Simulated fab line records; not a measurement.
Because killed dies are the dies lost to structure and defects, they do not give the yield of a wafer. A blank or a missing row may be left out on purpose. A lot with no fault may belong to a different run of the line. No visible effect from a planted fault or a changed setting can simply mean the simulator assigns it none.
fab line records	flow n5Finfet
record lots=4	wafers=12	lastDay=20
route steps=1938 shown DUMMY_GATE@225 SPACER0@258 SD_EPI_N@262 BEOL_M4@1111 PASSIVATION@1936
lots untouched by any fault: they come from a run of this same line in which no faults occurred
startH: hours from the record's opening day to when the first of the lot's shown wafers began	waitH: hours from the lot's prior step to this one	" identical to the entry in the row above	L1.1+2: a row that stands for several wafers	- no value, or no start was given	* or withheld: withheld	< > ~ a bound
route shown NAME@n: names a module that has steps shown in the file, with the first one's number in the route	usual: mean/standard deviation taken from wafers without a fault	same: alike in all rows	chamber/n: place in a boat	sites: each site's reading	_std_site: how widely they spread, as a standard deviation	_edge_site: outer sites' mean less inner sites'	radiusMm: for every site, how far away it sits from the centre of the wafer	mask NAME#n: copy n	behind: tool/chamber where the wafer was last shaped	hold: reason for holding the lot/hours on hold/outcome of the hold	device: the n, p or np transistor that did not switch	end of line: the route-end tests of the same wafers	step lacking rows: just its recipe	killed: the dies lost at the first sort to structure and to defects; this is not the yield of the wafer	map: dies across one wafer; x = killed, . = not, _ = none there
set.NAME: setting as actually run; set.NAME@STEP: the setting as run at that earlier step	model.NAME: the simulator's own value behind a step, which no gauge read
lots at some steps of the route; a table a step, a row a wafer
services: from which hour (startH, from the record's first day; less than 0 if before it) a tool's chamber was out of use, for how many hours, and why
## steps
# step N5_DUMMY_GATE_COAT_09
# recipe resist=CAR-EUV	spinRpm=1500	resistThkNm=30
# step N5_DUMMY_GATE_EBR_11
# recipe solvent=PGMEA	ebrWidthMm=1.5
# step N5_DUMMY_GATE_SOFTBAKE_10
# recipe tempC=110	timeS=60	resist=CAR-EUV
# step N5_DUMMY_GATE_EXPOSE_12
# recipe maskId=GATE	na=0.33	sourceShape=annular	sigmaInner=0.2	sigmaOuter=0.6	polarization=unpolarized	targetCdNm=25	doseMj=34
# step N5_DUMMY_GATE_PEB_13
# recipe pebTempC=100	pebTimeS=60	resist=CAR-EUV
# step N5_DUMMY_GATE_DEVELOP_14
# recipe developTimeS=30	developer=TMAH	resist=CAR-EUV	rinseLiquid=surfactantRinse	dry=airSpin	devTempC=23
# step N5_DUMMY_GATE_DESCUM_20
# recipe chemistry=O2	timeS=6.2	sourcePowerW=50	biasPowerW=20	pressureMtorr=20	rfFrequencyHz=2.712e+07	tempC=40	resist=CAR-EUV	o2FlowSccm=225
# step N5_DUMMY_GATE_ETCH_29
# recipe chemistry=N2/H2	target=underlayer	targetDepthA=130	ionEnergyEv=200	pressureMtorr=30	sourceW=840	biasW=150	n2FlowSccm=200	h2FlowSccm=200
# step N5_DUMMY_GATE_ETCH_36
# recipe chemistry=CF4	target=SiARC	targetDepthA=130	pressureMtorr=40	sourceW=545	biasW=36	Ar_flow_sccm=100	cf4FlowSccm=100	ionEnergyEv=80
# step N5_DUMMY_GATE_ETCH_37
# recipe chemistry=N2/H2	target=SOC	targetDepthA=600	overetchA=300	tempC=40	ionEnergyEv=200	pressureMtorr=30	sourceW=840	biasW=150	n2FlowSccm=200	h2FlowSccm=200
# usual drypumpMotorCurrentA=5.8/0.42	oesProductAu=0.61/0.058	rfVppV=524/3.2	showerheadPlenumPTorr=2.54/0.11	throttleValvePct=17.85/0.21
lot.wafer	tool	chamber	startH	waitH	drypumpMotorCurrentA	oesProductAu	rfHoursCounterH	rfVppV	showerheadPlenumPTorr	throttleValvePct	model.etch.depthNm	model.SiARC_of_DUMMY_GATE_COAT_35.thkNm
L348.2	rieDiel-01	0	78.22	0.0	6.1	0.62	139	526	2.65	17.86	60.26	5.2
L348.3	"	2	"	"	6.0	0.56	222	520	2.41	17.75	60.18	5.2
L348.6	"	1	"	"	5.8	0.54	-	519	2.40	18.28	60.29	5.2
L359.1	rieDiel-01	0	142.25	0.0	6.1	0.54	159	526	2.64	17.87	50.82	7.2
L359.3	"	3	"	"	5.4	0.58	174	527	2.65	18.13	59.76	5
L359.5	"	1	"	"	5.8	0.77	-	528	2.71	17.85	59.69	5
L361.1	rieDiel-01	3	156.70	0.0	5.4	0.54	179	526	2.65	18.13	51.09	7
L361.3	"	0	"	"	6.1	0.59	164	526	2.64	17.89	60.09	5
L361.5	"	2	"	"	6.0	0.55	-	520	2.40	17.78	60.35	5
L366.3	rieDiel-04	1	185.60	0.0	5.5	0.60	140	524	2.56	17.91	59.87	5
L366.4	"	2	"	"	5.9	0.55	223	528	2.62	17.82	59.98	5
L366.5	"	3	"	"	6.5	0.62	-	518	2.35	17.58	60.05	5
# step N5_DUMMY_GATE_STRIP_38
# recipe chemistry=N2/H2	tempC=40	n2FlowSccm=200	h2FlowSccm=200	rfFrequencyHz=6e+07
# step N5_DUMMY_GATE_STRIP_39
# recipe chemistry=N2/H2	tempC=40	n2FlowSccm=200	h2FlowSccm=200	rfFrequencyHz=6e+07
# step N5_DUMMY_GATE_TRIM_49
# recipe chemistry=O2	resist=SOC	timeS=29	targetCdNm=14	sourcePowerW=300	biasPowerW=0	O2_flow_sccm=100	tempC=20
# usual drypumpMotorCurrentA=6.0/0.38	oesProductAu=1.001/0.018	throttleValvePct=8.12/0.19
lot.wafer	tool	chamber	startH	waitH	drypumpMotorCurrentA	oesProductAu	rfHoursCounterH	throttleValvePct	model.DUMMY_GATE.cdNm
L348.2	rieSi-02	3	78.30	0.0	5.9	0.987	48	8.03	14.4
L348.3	"	1	"	"	6.6	1.006	26	7.97	14.2
L348.6	"	0	"	"	5.8	1.036	-	7.92	14.2
L359.1	rieSi-02	0	142.34	0.0	5.8	1.038	104	7.91	15
L359.3	"	1	"	"	6.6	1.011	28	7.96	14.4
L359.5	"	1	"	"	6.6	1.015	-	7.96	13.8
L361.1	rieSi-02	0	156.78	0.0	5.8	1.038	105	7.94	15
L361.3	"	2	"	"	6.4	1.003	185	8.21	13.8
L361.5	"	3	"	"	5.9	0.989	-	8.04	14
L366.3	rieSi-03	1	185.68	0.0	6.0	1.003	61	8.00	14.4
L366.4	"	3	"	"	5.1	0.981	-	8.01	14
L366.5	"	2	"	"	5.9	1.011	-	8.25	14
# step N5_DUMMY_GATE_STRIP_40
# recipe chemistry=CF4	resist=SiARC	powerW=300	biasPowerW=75	pressureMtorr=50	cf4FlowSccm=150	rfFrequencyHz=6e+07
# step N5_DUMMY_GATE_CD_MEAS_50
# recipe targetCdNm=14
# usual cdNm=14.06/0.27
lot.wafer	tool	chamber	startH	waitH	cdNm
L348.2	cdSem-01	-	78.51	0.0	14.29
L348.3	"	-	"	"	14.07
L348.6	"	-	"	"	14.58
L359.1	cdSem-03	-	142.70	0.0	14.92
L359.3	"	-	"	"	14.38
L359.5	"	-	"	"	13.68
L361.1	cdSem-01	-	156.96	0.0	15.10
L361.3	"	-	"	"	13.74
L361.5	"	-	"	"	13.86
L366.3	cdSem-02	-	186.11	0.0	14.52
L366.4	"	-	"	"	14.04
L366.5	"	-	"	"	14.09
# step N5_DUMMY_GATE_ETCH_31
# recipe chemistry=C4F6/O2	target=SiO2	maskMaterial=SOC	targetDepthA=825	timeS=27.5	ionEnergyEv=250	pressureMtorr=30	sourceW=345	biasW=185	Ar_flow_sccm=300	C4F6_flow_sccm=10	O2_flow_sccm=10
# usual C4F6_flow_sccm=10.00/0.031	drypumpMotorCurrentA=5.7/0.42	oesProductAu=0.78/0.088	rfVppV=666/6.4	showerheadPlenumPTorr=2.85/0.12	throttleValvePct=21.15/0.2
lot.wafer	tool	chamber	startH	waitH	C4F6_flow_sccm	drypumpMotorCurrentA	oesProductAu	rfHoursCounterH	rfVppV	showerheadPlenumPTorr	throttleValvePct
L348.2	rieDiel-01	1	78.55	0.0	10.01	5.8	0.66	241	654	2.69	21.58
L348.3	"	3	"	"	10.00	5.4	0.76	153	675	2.95	21.30
L348.6	"	1	"	"	9.97	5.8	0.67	-	654	2.69	21.58
L359.1	rieDiel-02	2	142.75	0.0	10.00	5.4	0.36	255	657	2.91	20.99
L359.3	"	0	"	"	10.01	5.6	0.97	1	674	2.92	21.31
L359.5	"	3	"	"	9.95	6.2	0.85	-	670	2.88	20.75
L361.1	rieDiel-01	3	157.01	0.0	9.97	5.4	0.40	179	673	2.94	21.03
L361.3	"	1	"	"	10.05	5.8	0.97	7	665	3.03	21.23
L361.5	"	1	"	"	9.97	5.8	0.95	-	664	3.03	21.24
L366.3	rieDiel-02	0	186.16	0.0	9.98	5.6	0.93	13	674	2.92	21.33
L366.4	"	3	"	"	10.04	6.2	0.85	80	670	2.87	20.77
L366.5	"	3	"	"	10.01	6.1	0.83	-	669	2.87	20.74
# step N5_DUMMY_GATE_STRIP_41
# recipe chemistry=O2	powerW=400	tempC=40	pressureMtorr=30	rfFrequencyHz=6e+07	biasPowerW=0	overashFraction=0.3	o2FlowSccm=225
# step N5_DUMMY_GATE_HM_OPEN_21
# recipe chemistry=CH3F/O2	target=SiNx	targetDepthA=1200	Ar_flow_sccm=150	CH3F_flow_sccm=30	O2_flow_sccm=23	timeS=171.4	pressureMtorr=30	sourceW=395	biasW=73	ionEnergyEv=120.7
# usual drypumpMotorCurrentA=5.7/0.42	oesProductAu=0.78/0.088	rfVppV=299.5/2.9	showerheadPlenumPTorr=2.02/0.086	throttleValvePct=16.45/0.19
lot.wafer	tool	chamber	startH	waitH	drypumpMotorCurrentA	oesProductAu	rfHoursCounterH	rfVppV	showerheadPlenumPTorr	throttleValvePct
L348.2	rieDiel-01	1	78.64	0.0	5.8	0.66	241	294.4	1.91	16.89
L348.3	"	3	"	"	5.4	0.75	153	303.0	2.10	16.62
L348.6	"	1	"	"	5.8	0.66	-	295.6	1.91	16.92
L359.1	rieDiel-02	2	142.83	0.0	5.3	0.24	255	296.5	2.07	16.62
L359.3	"	0	"	"	5.6	0.98	2	301.3	2.08	16.51
L359.5	"	3	"	"	6.2	0.85	-	300.7	2.05	16.05
L361.1	rieDiel-01	3	157.09	0.0	5.4	0.27	179	302.4	2.09	16.62
L361.3	"	1	"	"	5.8	0.96	7	298.9	2.15	16.44
L361.5	"	1	"	"	5.8	0.94	-	298.4	2.15	16.45
L366.3	rieDiel-02	0	186.24	0.0	5.6	0.92	13	302.4	2.07	16.54
L366.4	"	3	"	"	6.1	0.84	80	302.7	2.04	16.08
L366.5	"	3	"	"	6.2	0.83	-	302.2	2.04	16.07
# step N5_DUMMY_GATE_ETCH_32
# recipe chemistry=CF4	target=SiO2	targetDepthA=35	timeS=3.9	ionEnergyEv=350	pressureMtorr=10	icpW=800	biasW=400	cf4FlowSccm=80
# step N5_DUMMY_GATE_ETCH_23
# recipe chemistry=HBr/Cl2/O2	HBr_flow_sccm=150	Cl2_flow_sccm=80	O2_flow_sccm=12	biasW=102	targetDepthA=410	timeS=22.3	target=poly-Si	maskMaterial=SiO2	pressureMtorr=10	icpW=800
# step N5_DUMMY_GATE_ETCH_44
# recipe chemistry=HBr/O2	overEtchFrac=0.7	targetDepthA=1275	stopOn=SiO2	ionEnergyEv=60	biasW=20	target=poly-Si	maskMaterial=SiO2	pressureMtorr=20	icpW=400	HBr_flow_sccm=120	O2_flow_sccm=10
# usual drypumpMotorCurrentA=5.9/0.35	oesProductAu=0.726/0.012	throttleValvePct=18.48/0.25
lot.wafer	tool	chamber	startH	waitH	drypumpMotorCurrentA	oesProductAu	rfHoursCounterH	throttleValvePct
L348.2	rieSi-04	2	78.89	0.0	6.3	0.737	111	18.23
L348.3	"	0	"	"	6.0	0.724	74	18.49
L348.6	"	2	"	"	6.3	0.726	-	18.26
L359.1	rieSi-03	1	143.08	0.0	6.0	0.375	60	18.32
L359.3	"	0	"	"	5.8	0.715	190	19.03
L359.5	"	3	"	"	5.1	0.717	-	18.33
L361.1	rieSi-03	3	157.34	0.0	5.2	0.368	38	18.33
L361.3	"	2	"	"	5.9	0.751	92	18.55
L361.5	"	0	"	"	5.8	0.732	-	19.02
L366.3	rieSi-02	1	186.50	0.0	6.5	0.737	29	18.32
L366.4	"	0	"	"	5.8	0.743	105	18.14
L366.5	"	2	"	"	6.4	0.730	-	18.46
# step N5_DUMMY_GATE_CD_MEAS_24
# recipe targetCdNm=15
# usual cdNm=15.1/0.31
lot.wafer	tool	chamber	startH	waitH	cdNm
L348.2	cdSem-03	-	79.00	0.1	15.3
L348.3	"	-	"	"	15.3
L348.6	"	-	"	"	15.4
L359.1	cdSem-02	-	143.20	0.1	-
L359.3	"	-	"	"	15.2
L359.5	"	-	"	"	15.1
L361.1	cdSem-02	-	157.45	0.1	-
L361.3	"	-	"	"	14.8
L361.5	"	-	"	"	14.9
L366.3	cdSem-02	-	186.61	0.1	15.6
L366.4	"	-	"	"	14.9
L366.5	"	-	"	"	14.7
# step N5_DUMMY_GATE_ETCH_42
# recipe chemistry=CHF3/O2	target=SiO2	targetDepthA=35	timeS=31	ionEnergyEv=30	biasW=12	pressureMtorr=30	sourceW=600	Ar_flow_sccm=200	CHF3_flow_sccm=50	O2_flow_sccm=5
# usual drypumpMotorCurrentA=5.7/0.42	oesProductAu=0.76/0.081	rfVppV=42.4/0.91	showerheadPlenumPTorr=2.42/0.092	throttleValvePct=18.81/0.23
lot.wafer	tool	chamber	startH	waitH	drypumpMotorCurrentA	oesProductAu	rfHoursCounterH	rfVppV	showerheadPlenumPTorr	throttleValvePct	model.DUMMY_GATE.cdNm
L348.2	rieDiel-01	0	79.05	0.0	6.1	0.77	139	43.3	2.52	18.83	15.4
L348.3	"	1	"	"	5.8	0.66	241	41.5	2.28	19.21	15.2
L348.6	"	2	"	"	6.0	0.70	-	42.3	2.28	18.66	15.4
L359.1	rieDiel-02	2	143.26	0.1	5.4	0.66	255	41.3	2.46	18.95	16
L359.3	"	0	"	"	5.6	0.97	2	42.5	2.47	18.86	15.2
L359.5	"	0	"	"	5.6	0.98	-	43.6	2.47	18.89	14.8
L361.1	rieDiel-04	2	157.50	0.0	5.9	0.69	213	43.3	2.48	18.72	16
L361.3	"	1	"	"	5.5	0.77	130	42.2	2.42	18.73	15
L361.5	"	3	"	"	6.4	0.80	-	42.3	2.23	18.59	15
L366.3	rieDiel-04	3	186.65	0.0	6.4	0.79	122	42.0	2.23	18.60	15.2
L366.4	"	1	"	"	5.5	0.76	141	43.4	2.42	18.77	14.8
L366.5	"	0	"	"	5.1	0.84	-	40.9	2.35	18.86	15
# step N5_DUMMY_GATE_STRIP_48
# recipe chemistry=N2/H2	timeS=20	powerW=100	tempC=40	pressureMtorr=100	rfFrequencyHz=6e+07	biasPowerW=3	n2FlowSccm=300	h2FlowSccm=300
# step N5_DUMMY_GATE_PRECLEAN_33
# recipe chemistry=dHF	timeS=10	dilution=750:1	tempC=25
# step N5_DUMMY_GATE_PRECLEAN_25
# recipe chemistry=O3/DIW	timeS=45	tempC=22	o3Ppm=10
# step N5_DUMMY_GATE_PRECLEAN_51
# recipe chemistry=SC2	timeS=45	tempC=35	mix=1:1:50
# step N5_DUMMY_GATE_SRD_26
# recipe dry=ipaMarangoni	timeS=30	tempC=23	rinseLiquid=diw
# step N5_DUMMY_GATE_UV_OZONE_45
# recipe timeS=120	pressureTorr=760	tempC=25
# step N5_SPACER0_ALD_07
# recipe material=SiNx	targetThkA=20	tempC=400	aldPrecursorFamily=SiH2I2	aldCoReactant=N2/H2-plasma	pressureTorr=2
# step N5_SPACER0_ALD_00
# recipe material=SiOCN	targetThkA=35	tempC=400	aldPrecursorFamily=alkyl-aminosilane	aldCoReactant=O2/N2-plasma	pulseTimeS=3	purgeTimeS=2	coReactantPurgeTimeS=2	aldCycles=58	pressureTorr=2
# step N5_SPACER0_ALD_08
# recipe material=SiNx	targetThkA=20	tempC=400	aldPrecursorFamily=SiH2I2	aldCoReactant=N2/H2-plasma	pressureTorr=2
# step N5_SD_EPI_N_COAT_32
# recipe resist=SOC	tempC=250	timeS=60	spinRpm=1500	resistThkNm=350
# step N5_SD_EPI_N_COAT_33
# recipe resist=SiARC	tempC=220	timeS=60	spinRpm=1500	resistThkNm=35
# step N5_SD_EPI_N_COAT_03
# recipe resist=CAR-ArF-block	spinRpm=1500	resistThkNm=150
# step N5_SD_EPI_N_EBR_05
# recipe solvent=PGMEA	ebrWidthMm=1.5
# step N5_SD_EPI_N_SOFTBAKE_04
# recipe tempC=110	timeS=60	resist=CAR-ArF-block
# step N5_BEOL_M4_RC_MEAS_101
# usual DIBL_N=35.9/1.2	DIBL_P=35.9/1.4	IOFF_N=0.149/0.02	IOFF_P=0.205/0.022	ION_N=671/8.8	ION_P=461/5.9	SS_N=71.4/0.51	SS_P=73.2/0.56	VT_N=250.6/2.5	VT_P=-250.1/2.3
lot.wafer	tool	chamber	startH	waitH	DIBL_N[mV/V]	DIBL_P[mV/V]	IOFF_N[nA/um]	IOFF_P[nA/um]	ION_N[uA/um]	ION_P[uA/um]	SS_N[mV/dec]	SS_P[mV/dec]	VT_N[mV]	VT_P[mV]
L348.2	prober-02	0	246.44	0.2	37.1	37.0	0.157	0.227	676	465	71.5	73.3	249.2	-246.5
L348.3	"	0	"	"	36.7	36.7	0.151	0.215	661	458	71.2	73.2	250.5	-248.7
L348.6	"	0	"	"	36.3	36.4	0.144	0.215	672	464	70.6	72.5	252.4	-246.3
L361.3	prober-02	0	322.66	0.3	36.9	36.5	0.146	0.199	669	455	72.0	73.2	252.0	-251.3
L361.5	"	0	"	"	35.5	35.2	0.125	0.177	668	456	70.9	72.8	255.0	-251.4
L359.3	prober-02	0	332.94	0.3	36.0	35.6	0.168	0.209	677	461	71.8	73.6	249.3	-249.5
L359.5	"	0	"	"	34.8	34.5	0.142	0.197	674	462	71.1	73.8	251.0	-250.2
L366.3	prober-02	0	360.97	0.3	35.1	33.7	0.132	0.213	670	469	69.9	73.1	251.8	-249.2
L366.4	"	0	"	"	36.7	34.9	0.156	0.219	671	465	71.5	73.6	250.8	-249.6
L366.5	"	0	"	"	36.8	35.1	0.156	0.229	674	469	71.0	73.7	250.4	-248.8
# step N5_PASSIVATION_PROBE_49
# usual defectLimitedYield=91.1/1.4	killed_at_M0_to_M3=34/10	killed_at_M4_up=14/5.5	killedAtContacts=12/5.1	killedAtFrontEnd=41/12	killedAtOther=4/3.1	killedDies=105/17	killedOnRim=13/3.7	killedOpen=70/13	killedShort=33/7.6	sort_bin_5_function=5.3/0.98	sort_bin_6_memory=3.3/0.67	sortNPass=1075/17	sortYieldPct=91.1/1.4
# same grossDies=1180	killedAtBackSide=0	sort_bin_4_leakage[%]=0	sort_bin_8_speed[%]=0
lot.wafer	tool	chamber	startH	waitH	defectLimitedYield[%]	killed_at_M0_to_M3	killed_at_M4_up	killedAtContacts	killedAtFrontEnd	killedAtOther	killedDies	killedOnRim	killedOpen	killedShort	sort_bin_5_function[%]	sort_bin_6_memory[%]	sortNPass	sortYieldPct[%]
L348.2	prober-02	-	350.91	0.1	92.4	29	17	13	22	9	90	9	61	28	4.7	2.6	1090	92.4
L348.3	prober-02	-	350.96	0.1	93.0	27	8	5	34	9	83	9	65	17	4.3	2.5	1097	93.0
L348.6	prober-02	-	351.11	0.3	88.9	54	23	8	37	9	131	14	98	32	7.1	3.8	1049	88.9
L361.1	prober-02	-	436.84	0.0	0	37	27	21	1093	2	1180	152	87	46	95.3	4.1	0	0
L359.1	prober-02	-	452.13	0.0	0	28	15	18	1113	6	1180	152	65	30	96.2	3.4	0	0
L359.3	prober-02	-	452.23	0.1	91.9	37	8	13	26	11	95	16	64	30	4.5	3.3	1085	91.9
L359.5	prober-02	-	452.33	0.2	93.0	29	5	16	30	3	83	10	59	23	4.2	2.6	1097	93.0
# killed by level:class
L348.2 MOL_CONTACT_COAG:geometricParticle:open=11 BEOL_M4:geometricParticle:open=8 STI_FIN_REVEAL:geometricParticle:open=6 BEOL_M0_SAQP:geometricParticle:short=5 DUMMY_GATE:geometricParticle:open=4 BEOL_M0_SAQP:geometricParticle:open=4 BEOL_M1:geometricParticle:open=4 BEOL_M2:geometricParticle:open=4
L348.3 BEOL_M0_SAQP:geometricParticle:open=11 STI_FIN_REVEAL:geometricParticle:open=10 FIN_SAQP:geometricParticle:open=6 BEOL_M3:geometricParticle:open=6 BEOL_M2:geometricParticle:open=5 FIN_SAQP:geometricParticle:short=4 MOL_CONTACT_COAG:geometricParticle:open=4 DUMMY_GATE:geometricParticle:open=3
L348.6 STI_FIN_REVEAL:geometricParticle:open=17 BEOL_M4:geometricParticle:open=13 BEOL_M2:geometricParticle:open=12 BEOL_M0_SAQP:geometricParticle:open=11 BEOL_M1:geometricParticle:open=9 BEOL_M3:geometricParticle:open=9 FIN_SAQP:geometricParticle:open=5 BEOL_M0_SAQP:geometricParticle:short=5
L361.1 DUMMY_GATE:areaEtch=1045 MOL_CONTACT_COAG:geometricParticle:open=17 BEOL_M4:geometricParticle:open=15 BEOL_M3:geometricParticle:open=9 STI_FIN_REVEAL:geometricParticle:open=8 DUMMY_GATE:geometricParticle:open=7 BEOL_M0_SAQP:geometricParticle:short=7 GATE_CUT:geometricParticle:short=6
L359.1 DUMMY_GATE:areaEtch=1084 MOL_CONTACT_COAG:geometricParticle:open=16 FIN_SAQP:geometricParticle:short=9 BEOL_M2:geometricParticle:open=8 FIN_SAQP:geometricParticle:open=6 BEOL_M8:geometricParticle:open=5 BEOL_M3:geometricParticle:open=4 STI_FIN_REVEAL:geometricParticle:open=4
L359.3 BEOL_M2:geometricParticle:open=13 FIN_SAQP:geometricParticle:open=12 BEOL_M0_SAQP:geometricParticle:open=9 MOL_CONTACT_COAG:geometricParticle:open=8 MOL_CONTACT_COAG:geometricParticle:short=5 BEOL_M0_SAQP:geometricParticle:short=5 BEOL_M3:geometricParticle:open=5 BEOL_M4:geometricParticle:open=5
L359.5 MOL_CONTACT_COAG:geometricParticle:open=14 FIN_SAQP:geometricParticle:open=13 BEOL_M0_SAQP:geometricParticle:short=8 BEOL_M1:geometricParticle:open=6 FIN_SAQP:geometricParticle:short=5 BEOL_M0_SAQP:geometricParticle:open=5 STARTING-WAFER:geometricParticle:open=4 STI_FIN_REVEAL:geometricParticle:open=3
# map L359.1 (x killed, . not)
_________________xxxxxxxxxxxx________________
______________xxxxxxxxxxxxxxxxxx_____________
___________xxxxxxxxxxxxxxxxxxxxxxxx__________
__________xxxxxxxxxxxxxxxxxxxxxxxxxx_________
________xxxxxxxxxxxxxxxxxxxxxxxxxxxxxx_______
_______xxxxxxxxxxxxxxxxxxxxxxxxxxxxxxxx______
______xxxxxxxxxxxxxxxxxxxxxxxxxxxxxxxxxx_____
_____xxxxxxxxxxxxxxxxxxxxxxxxxxxxxxxxxxxx____
____xxxxxxxxxxxxxxxxxxxxxxxxxxxxxxxxxxxxxx___
___xxxxxxxxxxxxxxxxxxxxxxxxxxxxxxxxxxxxxxxx__
___xxxxxxxxxxxxxxxxxxxxxxxxxxxxxxxxxxxxxxxx__
__xxxxxxxxxxxxxxxxxxxxxxxxxxxxxxxxxxxxxxxxxx_
__xxxxxxxxxxxxxxxxxxxxxxxxxxxxxxxxxxxxxxxxxx_
_xxxxxxxxxxxxxxxxxxxxxxxxxxxxxxxxxxxxxxxxxxxx
_xxxxxxxxxxxxxxxxxxxxxxxxxxxxxxxxxxxxxxxxxxxx
_xxxxxxxxxxxxxxxxxxxxxxxxxxxxxxxxxxxxxxxxxxxx
_xxxxxxxxxxxxxxxxxxxxxxxxxxxxxxxxxxxxxxxxxxxx
_xxxxxxxxxxxxxxxxxxxxxxxxxxxxxxxxxxxxxxxxxxxx
_xxxxxxxxxxxxxxxxxxxxxxxxxxxxxxxxxxxxxxxxxxxx
_xxxxxxxxxxxxxxxxxxxxxxxxxxxxxxxxxxxxxxxxxxxx
_xxxxxxxxxxxxxxxxxxxxxxxxxxxxxxxxxxxxxxxxxxxx
__xxxxxxxxxxxxxxxxxxxxxxxxxxxxxxxxxxxxxxxxxx_
__xxxxxxxxxxxxxxxxxxxxxxxxxxxxxxxxxxxxxxxxxx_
___xxxxxxxxxxxxxxxxxxxxxxxxxxxxxxxxxxxxxxxx__
___xxxxxxxxxxxxxxxxxxxxxxxxxxxxxxxxxxxxxxxx__
____xxxxxxxxxxxxxxxxxxxxxxxxxxxxxxxxxxxxxx___
_____xxxxxxxxxxxxxxxxxxxxxxxxxxxxxxxxxxxx____
______xxxxxxxxxxxxxxxxxxxxxxxxxxxxxxxxxx_____
_______xxxxxxxxxxxxxxxxxxxxxxxxxxxxxxxx______
________xxxxxxxxxxxxxxxxxxxxxxxxxxxxxx_______
__________xxxxxxxxxxxxxxxxxxxxxxxxxx_________
___________xxxxxxxxxxxxxxxxxxxxxxxx__________
______________xxxxxxxxxxxxxxxxxx_____________
_________________xxxxxxxxxxxx________________
# map L361.1 (x killed, . not)
_________________xxxxxxxxxxxx________________
______________xxxxxxxxxxxxxxxxxx_____________
___________xxxxxxxxxxxxxxxxxxxxxxxx__________
__________xxxxxxxxxxxxxxxxxxxxxxxxxx_________
________xxxxxxxxxxxxxxxxxxxxxxxxxxxxxx_______
_______xxxxxxxxxxxxxxxxxxxxxxxxxxxxxxxx______
______xxxxxxxxxxxxxxxxxxxxxxxxxxxxxxxxxx_____
_____xxxxxxxxxxxxxxxxxxxxxxxxxxxxxxxxxxxx____
____xxxxxxxxxxxxxxxxxxxxxxxxxxxxxxxxxxxxxx___
___xxxxxxxxxxxxxxxxxxxxxxxxxxxxxxxxxxxxxxxx__
___xxxxxxxxxxxxxxxxxxxxxxxxxxxxxxxxxxxxxxxx__
__xxxxxxxxxxxxxxxxxxxxxxxxxxxxxxxxxxxxxxxxxx_
__xxxxxxxxxxxxxxxxxxxxxxxxxxxxxxxxxxxxxxxxxx_
_xxxxxxxxxxxxxxxxxxxxxxxxxxxxxxxxxxxxxxxxxxxx
_xxxxxxxxxxxxxxxxxxxxxxxxxxxxxxxxxxxxxxxxxxxx
_xxxxxxxxxxxxxxxxxxxxxxxxxxxxxxxxxxxxxxxxxxxx
_xxxxxxxxxxxxxxxxxxxxxxxxxxxxxxxxxxxxxxxxxxxx
_xxxxxxxxxxxxxxxxxxxxxxxxxxxxxxxxxxxxxxxxxxxx
_xxxxxxxxxxxxxxxxxxxxxxxxxxxxxxxxxxxxxxxxxxxx
_xxxxxxxxxxxxxxxxxxxxxxxxxxxxxxxxxxxxxxxxxxxx
_xxxxxxxxxxxxxxxxxxxxxxxxxxxxxxxxxxxxxxxxxxxx
__xxxxxxxxxxxxxxxxxxxxxxxxxxxxxxxxxxxxxxxxxx_
__xxxxxxxxxxxxxxxxxxxxxxxxxxxxxxxxxxxxxxxxxx_
___xxxxxxxxxxxxxxxxxxxxxxxxxxxxxxxxxxxxxxxx__
___xxxxxxxxxxxxxxxxxxxxxxxxxxxxxxxxxxxxxxxx__
____xxxxxxxxxxxxxxxxxxxxxxxxxxxxxxxxxxxxxx___
_____xxxxxxxxxxxxxxxxxxxxxxxxxxxxxxxxxxxx____
______xxxxxxxxxxxxxxxxxxxxxxxxxxxxxxxxxx_____
_______xxxxxxxxxxxxxxxxxxxxxxxxxxxxxxxx______
________xxxxxxxxxxxxxxxxxxxxxxxxxxxxxx_______
__________xxxxxxxxxxxxxxxxxxxxxxxxxx_________
___________xxxxxxxxxxxxxxxxxxxxxxxx__________
______________xxxxxxxxxxxxxxxxxx_____________
_________________xxxxxxxxxxxx________________
## services
tool	chamber	startH	hours	kind
rieSi-04	2	62.42	6.7	repair
rieSi-04	0	62.45	3.8	repair
rieDiel-04	-	65.40	0.4	repair
rieDiel-04	-	67.56	0.6	repair
rieDiel-01	-	69.78	2.8	pm
rieDiel-02	1	84.66	13.2	repair
rieDiel-02	1	98.92	-	clean
rieDiel-02	1	98.92	-	consumableReplace:focusRing
rieDiel-02	1	98.92	20.8	scheduledDown
rieDiel-02	1	98.92	20.8	ventCycle
rieDiel-01	1	107.39	-	clean
rieDiel-01	1	107.39	-	consumableReplace:focusRing
rieDiel-01	1	107.39	-	consumableReplace:showerhead
rieDiel-01	1	107.39	22.1	scheduledDown
rieDiel-01	1	107.39	22.1	ventCycle
rieDiel-02	0	119.80	-	clean
rieDiel-02	0	119.80	-	consumableReplace:focusRing
rieDiel-02	0	119.80	19.5	scheduledDown
rieDiel-02	0	119.80	19.5	ventCycle
rieSi-03	1	120.88	3.4	repair
rieDiel-02	2	145.12	-	clean
rieDiel-02	-	153.92	15.6	pm
rieDiel-01	2	178.02	2.6	repair
rieSi-04	-	178.23	15.6	pm
## key
firstSign step=N5_DUMMY_GATE_CD_MEAS_50	reading=cdNm	direction=up	sigmas=3.5	usual=14.06	struck=15.01
effect step=N5_DUMMY_GATE_ETCH_31	reading=oesProductAu	direction=down	sigmas=4.5	usual=0.78	struck=0.38
effect step=N5_DUMMY_GATE_HM_OPEN_21	reading=oesProductAu	direction=down	sigmas=5.9	usual=0.78	struck=0.26
effect step=N5_DUMMY_GATE_ETCH_44	reading=oesProductAu	direction=down	sigmas=29	usual=0.726	struck=0.372
effect step=N5_DUMMY_GATE_CD_MEAS_24	reading=cdNm	direction=missing
effect step=N5_PASSIVATION_PROBE_49	reading=sort_bin_5_function	direction=up	sigmas=93	usual=5.3	struck=95.7
modelEffect step=N5_DUMMY_GATE_ETCH_37	value=etch.depthNm	without=60	struck=50.96
modelEffect step=N5_DUMMY_GATE_TRIM_49	value=DUMMY_GATE.cdNm	without=14	struck=15
modelEffect step=N5_DUMMY_GATE_ETCH_42	value=DUMMY_GATE.cdNm	without=15	struck=16
moreKillsBornAt N5_DUMMY_GATE_ETCH_37@rieDiel-01=2129
metAt N5_DUMMY_GATE_ETCH_37
struckWafers L359.1,L361.1
laterRowsLeftOut L359.1,L361.1
onsetBetween 78.22 142.25
fault kind=processParameterDrift	tool=rieDiel-01	chamber=-	onsetH=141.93	steps=N5_DUMMY_GATE_ETCH_37	channel=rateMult	offset=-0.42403	shape=step	endH=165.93	scope=struckWafersOnly
# laterRowsLeftOut: the simulator's readings of these wafers behind a module that went badly wrong aren't trusted and aren't shown, but for the sort
